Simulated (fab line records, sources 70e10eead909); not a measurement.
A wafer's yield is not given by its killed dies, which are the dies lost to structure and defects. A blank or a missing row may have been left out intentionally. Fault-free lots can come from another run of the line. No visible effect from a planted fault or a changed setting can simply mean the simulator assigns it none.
Struck lot and sound lot, side by side | flow nand_harc | 16 out of 1302 route steps
Sound: these wafers, L515.1, L515.5, L515.6. Struck: wafer L501.1 (left out: L501.4, L501.6 of the same lot, which were not struck); the cause appears at the end.
Per side, at each step with rows, come the tool, then ch with its chambers, and then its first start. Under that, the readings that differ: sound wafers | struck wafers | difference of the means | sigmas: that difference in standard deviations of wafers without a fault.
alike: a reading whose means differ by less than 2 such deviations, as well as words and numbers matching on both sides. not compared: withheld readings; readings where some wafer has no value; bounds like >300 that might hide an equal value; numbers whose values overlap and for which the record gives no deviation.
The two part at a step that has a row with sigmas, a row that says differs or no value, or rows on one side only. When numbers do not overlap yet have no deviation, they are printed without sigmas and do not part them. Lack of a reading on every wafer of one side parts them only where that side has two or more wafers.

NHARC_A_DECK1_JOINT_INSPECT_05:
  sound: defect_inspect-01 at day 20 09:41; struck: defect_inspect-02 at day 14 03:28
  alike: raw_defect_count
then, no rows for these wafers at 1 step: NHARC_A_ONON_D2_DEP_00 (target thk 1000 nm).
NHARC_A_ONON_D2_THK_MEAS_02: measures by ellipsometry.
  sound: film_metro-01 at day 20 10:16; struck: film_metro-02 at day 14 04:03
  alike: thk_nm
then, no rows for these wafers at 1 step: NHARC_A_ONON_D2_DEP_03 (target thk 1000 nm).
NHARC_A_ONON_D2_THK_MEAS_05: measures by ellipsometry.
  sound: film_metro-01 at day 20 10:50; struck: film_metro-01 at day 14 04:45
  alike: thk_nm
then, no rows for these wafers at 1 step: NHARC_A_ONON_D2_DEP_06 (target thk 1000 nm).
NHARC_A_ONON_D2_THK_MEAS_08: measures by ellipsometry.
  sound: film_metro-01 at day 20 11:23; struck: film_metro-01 at day 14 05:27
  alike: thk_nm
then, no rows for these wafers at 1 step: NHARC_A_ONON_D2_DEP_09 (target thk 1000 nm).
NHARC_A_ONON_D2_THK_MEAS_11: measures by ellipsometry.
  sound: film_metro-01 at day 20 11:58; struck: film_metro-01 at day 14 06:10
  alike: thk_nm
then, no rows for these wafers at 1 step: NHARC_A_ONON_D2_DEP_12 (target thk 1000 nm).
NHARC_A_ONON_D2_THK_MEAS_14: measures by ellipsometry.
  sound: film_metro-01 at day 20 12:32; struck: film_metro-01 at day 14 06:52
  alike: thk_nm
then, 1 step without rows for these wafers: NHARC_A_ONON_D2_ANNEAL_15 (time 3600 s).
NHARC_A_ONON_D2_DEP_16: target thk 1000 nm.
  sound on pecvd_onon-03 ch 0, day 20 19:46; struck on pecvd_onon-03 ch 0, day 14 13:40
NHARC_A_ONON_D2_THK_MEAS_18: measures by ellipsometry.
  sound: film_metro-02 at day 20 20:16; struck: film_metro-02 at day 14 14:11
  reading     | sound          | struck | difference | sigmas
  thk_nm (nm) | 1004 1005 1004 | 1798   | +794       | +66
then, no rows for these wafers at 1 step: NHARC_A_ONON_D2_DEP_19 (target thk 1000 nm).
-- jump in the record: it breaks off in module A_ONON_D2 and resumes in module END (first step shown: number 1302 of the route), and 11 days separate the struck wafers' starts before and after --
NHARC_END_SORT_01:
  the record has rows for the struck wafers here (prober-01 ch 0, day 25 22:10) and none for the sound ones

## WHERE THEY PART
Earliest at NHARC_A_ONON_D2_THK_MEAS_18; latest, in this record, at NHARC_END_SORT_01.

WHY: what the simulator had put in
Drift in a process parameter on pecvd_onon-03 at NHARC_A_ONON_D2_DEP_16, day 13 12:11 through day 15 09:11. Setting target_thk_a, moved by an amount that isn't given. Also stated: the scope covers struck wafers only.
